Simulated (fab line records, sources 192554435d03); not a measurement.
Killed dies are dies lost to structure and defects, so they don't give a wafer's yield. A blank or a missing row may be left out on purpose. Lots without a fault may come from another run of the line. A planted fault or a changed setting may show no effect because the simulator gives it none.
Chamber matching | flow n5_finfet | N5_FIN_SAQP_DESCUM_21 on rie_diel-05: 3 sister chambers
The step chemistry O2, time 7.9 s. 6 wafers are shown with their chamber, then 4 later ones without.

WAFERS WITH THEIR CHAMBER
wafer  | chamber | drypump_motor_current_A (A) | showerhead_plenum_p_Torr (Torr)
L076.5 | 2       | 5.9                         | 2.14
L076.6 | 1       | 5.2                         | 2.07
L078.2 | 2       | 5.8                         | 2.13
L088.4 | 1       | 5.1                         | 2.07
L089.3 | 3       | 5.3                         | 2.09
L089.5 | 3       | 5.3                         | 2.09

WAFERS WITHOUT THEIR CHAMBER
wafer  | drypump_motor_current_A (A) | showerhead_plenum_p_Torr (Torr)
L094.1 | 5.2                         | 2.06
L094.6 | 5.3                         | 2.09
L097.3 | 5.1                         | 2.06
L097.4 | 5.8                         | 2.12

WHICH CHAMBER EACH WENT THROUGH
wafer  | from the rows above | in truth
L094.1 | 1                   | 1
L094.6 | 3                   | 3
L097.3 | 1                   | 1
L097.4 | 2                   | 2
Placed correctly: 4 of 4. Can't be placed from these rows: 0. Placed wrongly: 0.
How it was worked out, from the rows above alone: a wafer's distance from a chamber is the root of the sum, over the readings, of the square of ((its reading less the chamber's mean) divided by the reading's scatter). The wafer belongs to the nearest chamber; if the next one is less than 2 further off, it can't be placed. A chamber's mean is the mean of its shown wafers. The scatter: the root of (the sum of the squares of (reading less its chamber's mean) over the shown wafers, divided by (wafers less chambers)).
